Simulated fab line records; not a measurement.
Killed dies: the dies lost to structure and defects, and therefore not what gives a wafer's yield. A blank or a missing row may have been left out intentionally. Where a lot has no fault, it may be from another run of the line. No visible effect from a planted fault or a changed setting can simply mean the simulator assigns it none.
Chamber matching :: flow n5 finfet :: N5_BEOL_M8_ETCH_62 on rie diel-01: 4 sister chambers
The step etches SOC in N2/H2, target depth 110 nm, overetch 22 nm, time 165 s. 4 wafers are shown with their chamber, then 10 later ones without.

EACH WAFER AND ITS CHAMBER
wafer: L085.6
chamber: 0
drypump motor current A (A): 6.8

wafer: L090.4
chamber: 3
drypump motor current A (A): 5.1

wafer: L087.1
chamber: 2
drypump motor current A (A): 4.9

wafer: L087.4
chamber: 1
drypump motor current A (A): 6.1

WAFERS WITHOUT THEIR CHAMBER
wafer: L087.5
drypump motor current A (A): 4.9

wafer: L094.2
drypump motor current A (A): 6.1

wafer: L094.4
drypump motor current A (A): 4.9

wafer: L094.6
drypump motor current A (A): 6.2

wafer: L097.4
drypump motor current A (A): 4.9

wafer: L097.5
drypump motor current A (A): 6.8

wafer: L097.6
drypump motor current A (A): 6.2

wafer: L096.2
drypump motor current A (A): 4.9

wafer: L096.4
drypump motor current A (A): 6.1

wafer: L096.6
drypump motor current A (A): 4.9

EACH ONE'S CHAMBER
wafer: L087.5
from the rows above: 2
in truth: 2

wafer: L094.2
from the rows above: 1
in truth: 1

wafer: L094.4
from the rows above: 2
in truth: 2

wafer: L094.6
from the rows above: 1
in truth: 1

wafer: L097.4
from the rows above: 2
in truth: 2

wafer: L097.5
from the rows above: 0
in truth: 0

wafer: L097.6
from the rows above: 1
in truth: 1

wafer: L096.2
from the rows above: 2
in truth: 2

wafer: L096.4
from the rows above: 1
in truth: 1

wafer: L096.6
from the rows above: 2
in truth: 2
10 of 10 placed correctly. Not placeable from these rows: 0. Wrongly placed: 0.
How it was worked out, from the rows above alone: a wafer's distance from a chamber is the root of the sum, over the readings, of the square of ((its reading less the chamber's mean) divided by the reading's scatter). If the next closest chamber is less than 2 further off than the closest, the wafer can't be placed; otherwise it belongs to the closest. The mean given for a chamber averages the wafers shown for that chamber. The scatter (one wafer shown for each chamber): square how far every hidden wafer sits from the nearest shown wafer, average those squares and take the square root.
